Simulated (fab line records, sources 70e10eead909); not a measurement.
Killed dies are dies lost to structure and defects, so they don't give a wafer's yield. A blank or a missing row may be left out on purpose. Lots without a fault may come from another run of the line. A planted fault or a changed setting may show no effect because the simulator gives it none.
Which tool did it? | flow nand_harc | 24 lots, 72 wafers sampled, at 6 steps of a route of 1302

WHAT THE GAUGES READ, wafer by wafer
NHARC_P_M2_CD_MEAS_09: target cd 170 nm. Usual: cd_nm 170.1 nm, standard deviation 0.62.
lot  | measured     | on        | cd_nm (nm)        | flag
L074 | day 6 19:01  | cd_sem-03 | 170.5 170.8 170.1 |
L075 | day 6 21:34  | cd_sem-02 | 170.8 170.5 170.1 |
L076 | day 7 05:24  | cd_sem-01 | 169.9 168.8 169.6 |
L077 | day 7 13:52  | cd_sem-02 | 169.5 169.1 171.2 |
L078 | day 7 23:34  | cd_sem-02 | 169.4 169.8 169.7 |
L079 | day 8 19:41  | cd_sem-03 | 170.3 169.7 169.6 |
L080 | day 8 23:28  | cd_sem-01 | 170.1 170.2 170.9 |
L081 | day 9 06:18  | cd_sem-03 | 170.6 171.1 171.0 |
L082 | day 9 22:26  | cd_sem-03 | 170.2 168.7 169.0 |
L083 | day 10 07:28 | cd_sem-02 | 169.9 170.7 170.5 |
L084 | day 10 17:49 | cd_sem-01 | 170.5 170.2 169.1 |
L085 | day 11 00:28 | cd_sem-01 | 170.0 170.0 169.1 |
L086 | day 11 06:13 | cd_sem-03 | 169.9 169.2 170.5 |
L087 | day 11 17:19 | cd_sem-03 | 169.5 169.5 168.6 |
L088 | day 12 11:10 | cd_sem-01 | 169.3 170.3 170.8 |
L089 | day 12 22:56 | cd_sem-02 | 169.8 170.6 170.1 |
L090 | day 13 06:22 | cd_sem-02 | 169.5 169.5 170.2 |
L091 | day 13 10:40 | cd_sem-03 | 170.0 171.0 171.1 |
L092 | day 13 21:52 | cd_sem-01 | 169.9 170.5 170.3 |
L093 | day 14 07:53 | cd_sem-01 | 171.1 170.2 169.7 |
L094 | day 14 16:08 | cd_sem-01 | 169.7 168.8 170.2 |
L095 | day 15 01:05 | cd_sem-03 | 170.1 170.2 170.3 |
L096 | day 15 11:35 | cd_sem-02 | 170.9 170.3 170.2 |
L097 | day 16 01:25 | cd_sem-02 | 170.0 170.5 170.2 |

NHARC_P_BONDPAD_OVL_MEAS_38. Usual: overlay_x_nm -2 nm, standard deviation 6.2; overlay_y_nm 0 nm, standard deviation 7.1.
lot  | measured     | on         | overlay_x_nm (nm) | overlay_y_nm (nm) | flag
L074 | day 6 23:35  | overlay-01 | -2 -2 -2          | -12 -12 -11       |
L075 | day 7 02:11  | overlay-02 | -3 -3 -3          | 1 1 1             |
L076 | day 7 10:04  | overlay-01 | -8 -9 -9          | 7 7 7             |
L077 | day 7 18:24  | overlay-02 | -14 -14 -14       | -2 -2 -2          |
L078 | day 8 04:11  | overlay-01 | 3 3 3             | -5 -5 -5          |
L079 | day 9 00:29  | overlay-01 | -7 -7 -7          | -13 -13 -13       |
L080 | day 9 03:57  | overlay-02 | -10 -10 -10       | -3 -3 -3          |
L081 | day 9 11:00  | overlay-01 | 2 2 2             | 9 9 8             |
L082 | day 10 03:15 | overlay-01 | 13 13 12          | 1 1 1             |
L083 | day 10 11:58 | overlay-02 | 2 2 3             | 10 10 11          |
L084 | day 10 22:29 | overlay-02 | -12 -12 -12       | 0 -1 1            |
L085 | day 11 05:09 | overlay-02 | -2 -2 -1          | 8 8 9             |
L086 | day 11 11:00 | overlay-02 | 4 4 4             | 2 1 1             |
L087 | day 11 21:55 | overlay-01 | 9 8 9             | 7 6 6             |
L088 | day 12 15:58 | overlay-02 | 2 3 2             | 0 -1 -1           |
L089 | day 13 03:37 | overlay-02 | -1 -1 -1          | -1 -2 -1          |
L090 | day 13 10:59 | overlay-02 | -1 -2 -2          | 4 4 4             |
L091 | day 13 15:23 | overlay-02 | -9 -10 -9         | 2 2 2             |
L092 | day 14 02:29 | overlay-01 | -2 -2 -2          | -11 -10 -10       |
L093 | day 14 13:05 | overlay-02 | -3 -3 -3          | -13 -12 -13       |
L094 | day 14 20:48 | overlay-02 | 0 1 0             | 13 12 12          |
L095 | day 15 05:36 | overlay-02 | -1 -1 -1          | -7 -7 -7          |
L096 | day 15 16:04 | overlay-01 | 0 1 0             | 0 0 0             |
L097 | day 16 05:55 | overlay-02 | 4 4 5             | 7 7 7             |

NHARC_P_BONDPAD_INSPECT_23. Usual: raw_defect_count 347, standard deviation 140.
lot  | measured     | on                | raw_defect_count | flag
L074 | day 7 02:15  | defect_inspect-02 | 406 329 270      |
L075 | day 7 04:53  | defect_inspect-01 | 433 314 258      |
L076 | day 7 13:05  | defect_inspect-01 | 393 201 376      |
L077 | day 7 21:04  | defect_inspect-01 | 239 326 285      |
L078 | day 8 06:55  | defect_inspect-02 | 565 429 469      |
L079 | day 9 03:11  | defect_inspect-01 | 354 191 168      |
L080 | day 9 06:39  | defect_inspect-01 | 241 245 217      |
L081 | day 9 13:43  | defect_inspect-01 | 372 297 299      |
L082 | day 10 05:55 | defect_inspect-01 | 240 306 380      |
L083 | day 10 14:41 | defect_inspect-01 | 299 313 260      |
L084 | day 11 01:16 | defect_inspect-01 | 245 222 242      |
L085 | day 11 07:49 | defect_inspect-02 | 196 175 216      |
L086 | day 11 13:43 | defect_inspect-01 | 256 377 230      |
L087 | day 12 00:36 | defect_inspect-01 | 334 326 402      |
L088 | day 12 18:39 | defect_inspect-02 | 561 636 751      |
L089 | day 13 06:18 | defect_inspect-02 | 673 702 629      |
L090 | day 13 13:44 | defect_inspect-01 | 432 324 327      |
L091 | day 13 18:06 | defect_inspect-01 | 200 510 425      |
L092 | day 14 05:10 | defect_inspect-01 | 232 367 418      |
L093 | day 14 15:46 | defect_inspect-01 | 134 152 168      |
L094 | day 14 23:29 | defect_inspect-02 | 387 495 258      |
L095 | day 15 08:19 | defect_inspect-02 | 283 184 240      |
L096 | day 15 18:44 | defect_inspect-02 | 295 400 317      |
L097 | day 16 08:47 | defect_inspect-01 | 417 494 324      |

WHICH TOOL RAN EACH LOT (tool, then ch and the chambers of the sampled wafers, then the start)
lot  | NHARC_P_M2_ETCH_28                            | NHARC_P_M2_PVD_21                       | NHARC_P_M2_DEP_33
L074 | rie_diel-11 ch 2,3, day 6 22:02 or earlier    | pvd_sputter-02, day 6 22:02 or earlier  | pecvd-04 ch 1,2, day 6 22:02
L075 | rie_diel-11 ch 2,3, day 7 00:28 or earlier    | pvd_sputter-01, day 7 00:28 or earlier  | pecvd-01 ch 1,2, day 7 00:28
L076 | rie_diel-04 ch 1,2,3, day 7 08:26 or earlier  | pvd_sputter-01, day 7 08:26 or earlier  | pecvd-02 ch 0,1,2, day 7 08:26
L077 | rie_diel-04 ch 2,3, day 7 16:48 or earlier    | pvd_sputter-01, day 7 16:48 or earlier  | pecvd-04 ch 0,2, day 7 16:48
L078 | rie_diel-04 ch 0,2,3, day 8 02:33 or earlier  | pvd_sputter-01, day 8 02:33 or earlier  | pecvd-02 ch 1,2, day 8 02:33
L079 | rie_diel-11 ch 0,2, day 8 22:59 or earlier    | pvd_sputter-01, day 8 22:59 or earlier  | pecvd-02 ch 0,1,2, day 8 22:59
L080 | rie_diel-11 ch 1,2,3, day 9 02:22 or earlier  | pvd_sputter-03, day 9 02:22 or earlier  | pecvd-02 ch 0,1,2, day 9 02:22
L081 | rie_diel-04 ch 1,2,3, day 9 09:17 or earlier  | pvd_sputter-01, day 9 09:17 or earlier  | pecvd-04 ch 0,1,2, day 9 09:17
L082 | rie_diel-04 ch 0,2,3, day 10 01:41 or earlier | pvd_sputter-02, day 10 01:41 or earlier | pecvd-04 ch 1,2, day 10 01:41
L083 | rie_diel-01 ch 0,2,3, day 10 10:22 or earlier | pvd_sputter-02, day 10 10:22 or earlier | pecvd-02 ch 0,1,2, day 10 10:22
L084 | rie_diel-01 ch 1,2, day 10 20:44 or earlier   | pvd_sputter-03, day 10 20:44 or earlier | pecvd-04 ch 0,2, day 10 20:44
L085 | rie_diel-11 ch 0,1,3, day 11 03:33 or earlier | pvd_sputter-03, day 11 03:33 or earlier | pecvd-04 ch 0,2, day 11 03:33
L086 | rie_diel-01 ch 0,1,2, day 11 09:23 or earlier | pvd_sputter-03, day 11 09:23 or earlier | pecvd-04 ch 0,1,2, day 11 09:23
L087 | rie_diel-04 ch 1,2,3, day 11 20:13 or earlier | pvd_sputter-03, day 11 20:13 or earlier | pecvd-04 ch 0,1,2, day 11 20:13
L088 | rie_diel-11 ch 1,3, day 12 14:23 or earlier   | pvd_sputter-02, day 12 14:23 or earlier | pecvd-02 ch 0,1,2, day 12 14:23
L089 | rie_diel-11 ch 2,3, day 13 01:53 or earlier   | pvd_sputter-03, day 13 01:53 or earlier | pecvd-04 ch 0,1, day 13 01:53
L090 | rie_diel-11 ch 0,2,3, day 13 09:19 or earlier | pvd_sputter-03, day 13 09:19 or earlier | pecvd-02 ch 1,2, day 13 09:19
L091 | rie_diel-04 ch 0,1,3, day 13 13:43 or earlier | pvd_sputter-03, day 13 13:43 or earlier | pecvd-04 ch 0,2, day 13 13:43
L092 | rie_diel-11 ch 1,2,3, day 14 00:46 or earlier | pvd_sputter-01, day 14 00:46 or earlier | pecvd-04 ch 1,2, day 14 00:46
L093 | rie_diel-04 ch 2,3, day 14 11:28 or earlier   | pvd_sputter-02, day 14 11:28 or earlier | pecvd-02 ch 0,1,2, day 14 11:28
L094 | rie_diel-01 ch 1,2, day 14 19:05 or earlier   | pvd_sputter-03, day 14 19:05 or earlier | pecvd-04 ch 0,1,2, day 14 19:05
L095 | rie_diel-04 ch 0,1,3, day 15 03:59 or earlier | pvd_sputter-02, day 15 03:59 or earlier | pecvd-02 ch 0,2, day 15 03:59
L096 | rie_diel-04 ch 2,3, day 15 14:31 or earlier   | pvd_sputter-02, day 15 14:31 or earlier | pecvd-04 ch 0,1,2, day 15 14:31
L097 | rie_diel-01 ch 0,1, day 16 04:19 or earlier   | pvd_sputter-02, day 16 04:19 or earlier | pecvd-02 ch 1,2, day 16 04:19
- NHARC_P_M2_ETCH_28: etches the open film in CF4/N2, target depth 30 nm, time 72.99 s.
- NHARC_P_M2_PVD_21: deposits Cu, target thk 30 nm, time 20.49 s.
- NHARC_P_M2_DEP_33: deposits SiCN, target thk 30 nm.

WHAT THE TOOLS THEMSELVES READ (means of the sampled wafers that have a number; where no wafer has one, the mark that the record gives instead)
NHARC_P_M2_ETCH_28. Usual: bias_w 100.06 W, standard deviation 0.27; drypump_motor_current_A 5.5 A, standard deviation 0.4; oes_product_au 0.999 a.u., standard deviation 0.0088; rf_vpp_V 314.0 V, standard deviation 2.1; showerhead_plenum_p_Torr 2.61 Torr, standard deviation 0.12; throttle_valve_pct 19.795 %, standard deviation 0.0095.
lot  | tool        | bias_w (W) | drypump_motor_current_A (A) | oes_product_au (a.u.) | rf_vpp_V (V) | showerhead_plenum_p_Torr (Torr) | throttle_valve_pct (%) | flag
L074 | rie_diel-11 | 99.82      | 6.0                         | 0.994                 | 315.1        | 2.64                            | 19.792                 |
L075 | rie_diel-11 | 100.03     | 6.0                         | 1.000                 | 313.6        | 2.64                            | 19.796                 |
L076 | rie_diel-04 | 100.09     | 5.5                         | 1.009                 | 313.1        | 2.59                            | 19.803                 |
L077 | rie_diel-04 | 100.09     | 5.4                         | 1.007                 | 315.7        | 2.70                            | 19.799                 |
L078 | rie_diel-04 | 99.84      | 5.4                         | 1.001                 | 314.1        | 2.65                            | 19.799                 |
L079 | rie_diel-11 | 99.91      | 5.6                         | 0.995                 | 315.3        | 2.70                            | 19.792                 |
L080 | rie_diel-11 | 100.13     | 5.7                         | 0.989                 | 313.7        | 2.59                            | 19.805                 |
L081 | rie_diel-04 | 100.30     | 5.5                         | 1.005                 | 312.4        | 2.58                            | 19.797                 |
L082 | rie_diel-04 | 100.12     | 5.4                         | 1.005                 | 314.1        | 2.65                            | 19.787                 |
L083 | rie_diel-01 | 99.89      | 5.5                         | 0.994                 | 313.9        | 2.62                            | 19.796                 |
L084 | rie_diel-01 | 99.81      | 5.8                         | 0.996                 | 314.2        | 2.65                            | 19.790                 |
L085 | rie_diel-11 | 100.17     | 5.3                         | 0.992                 | 313.9        | 2.59                            | 19.803                 |
L086 | rie_diel-01 | 100.04     | 5.6                         | 1.008                 | 316.2        | 2.68                            | 19.803                 |
L087 | rie_diel-04 | 100.13     | 5.5                         | 1.003                 | 313.6        | 2.58                            | 19.796                 |
L088 | rie_diel-11 | 100.23     | 5.6                         | 0.990                 | 313.6        | 2.54                            | 19.792                 |
L089 | rie_diel-11 | 99.73      | 6.0                         | 0.998                 | 315.3        | 2.64                            | 19.799                 |
L090 | rie_diel-11 | 100.13     | 5.5                         | 1.000                 | 313.7        | 2.64                            | 19.787                 |
L091 | rie_diel-04 | 100.05     | 5.3                         | 0.998                 | 314.2        | 2.65                            | 19.795                 |
L092 | rie_diel-11 | 100.06     | 5.7                         | 1.001                 | 313.6        | 2.58                            | 19.795                 |
L093 | rie_diel-04 | 100.07     | 5.4                         | 0.997                 | 315.7        | 2.70                            | 19.793                 |
L094 | rie_diel-01 | 99.60      | 5.8                         | 1.005                 | 315.6        | 2.65                            | 19.794                 |
L095 | rie_diel-04 | 100.05     | 5.3                         | 1.001                 | 314.2        | 2.65                            | 19.798                 |
L096 | rie_diel-04 | 100.22     | 5.4                         | 1.011                 | 314.9        | 2.70                            | 19.796                 |
L097 | rie_diel-01 | 99.86      | 5.4                         | 0.999                 | 314.8        | 2.65                            | 19.793                 |

NHARC_P_M2_PVD_21. Usual: throttle_valve_pct 30.2 %, standard deviation 0.97.
lot  | tool           | throttle_valve_pct (%) | flag
L074 | pvd_sputter-02 | 31.0                   |
L075 | pvd_sputter-01 | 29.3                   |
L076 | pvd_sputter-01 | 29.6                   |
L077 | pvd_sputter-01 | 30.3                   |
L078 | pvd_sputter-01 | 29.3                   |
L079 | pvd_sputter-01 | 29.6                   |
L080 | pvd_sputter-03 | 30.0                   |
L081 | pvd_sputter-01 | 30.5                   |
L082 | pvd_sputter-02 | 30.6                   |
L083 | pvd_sputter-02 | 30.8                   |
L084 | pvd_sputter-03 | 30.5                   |
L085 | pvd_sputter-03 | 30.1                   |
L086 | pvd_sputter-03 | 29.9                   |
L087 | pvd_sputter-03 | 29.6                   |
L088 | pvd_sputter-02 | 32.2                   |
L089 | pvd_sputter-03 | 29.8                   |
L090 | pvd_sputter-03 | 29.6                   |
L091 | pvd_sputter-03 | 29.9                   |
L092 | pvd_sputter-01 | 29.9                   |
L093 | pvd_sputter-02 | 31.4                   |
L094 | pvd_sputter-03 | 29.5                   |
L095 | pvd_sputter-02 | 30.5                   |
L096 | pvd_sputter-02 | 30.4                   |
L097 | pvd_sputter-02 | 30.6                   |

NHARC_P_M2_DEP_33. Usual: heater_power_w 553 W, standard deviation 80.
lot  | tool     | heater_power_w (W) | flag
L074 | pecvd-04 | 520                |
L075 | pecvd-01 | 657                |
L076 | pecvd-02 | 592                |
L077 | pecvd-04 | 545                |
L078 | pecvd-02 | 683                |
L079 | pecvd-02 | 548                |
L080 | pecvd-02 | 548                |
L081 | pecvd-04 | 559                |
L082 | pecvd-04 | 582                |
L083 | pecvd-02 | 570                |
L084 | pecvd-04 | 562                |
L085 | pecvd-04 | 546                |
L086 | pecvd-04 | 513                |
L087 | pecvd-04 | 538                |
L088 | pecvd-02 | 533                |
L089 | pecvd-04 | 521                |
L090 | pecvd-02 | 582                |
L091 | pecvd-04 | 526                |
L092 | pecvd-04 | 569                |
L093 | pecvd-02 | 573                |
L094 | pecvd-04 | 521                |
L095 | pecvd-02 | 498                |
L096 | pecvd-04 | 548                |
L097 | pecvd-02 | 613                |

THE ANSWER, worked out from the rows above alone
Rule: a lot is off if the mean of its wafers that have a number lies more than 3 standard deviations from the usual mean. A lot without any number at a reading at which 4 lots or more have one is off too. The other lots that the step has rows for count as sound. The gauges are gone through in route order, then the tools' own readings, and for those a lot's mean is taken as printed above. The first step at which some lot is off is used, and at that step the reading that is off furthest; a lot without a number counts as furthest.
No lot is off at any reading shown: from this, nothing can be told.

WHAT THE SIMULATOR HAD PUT IN
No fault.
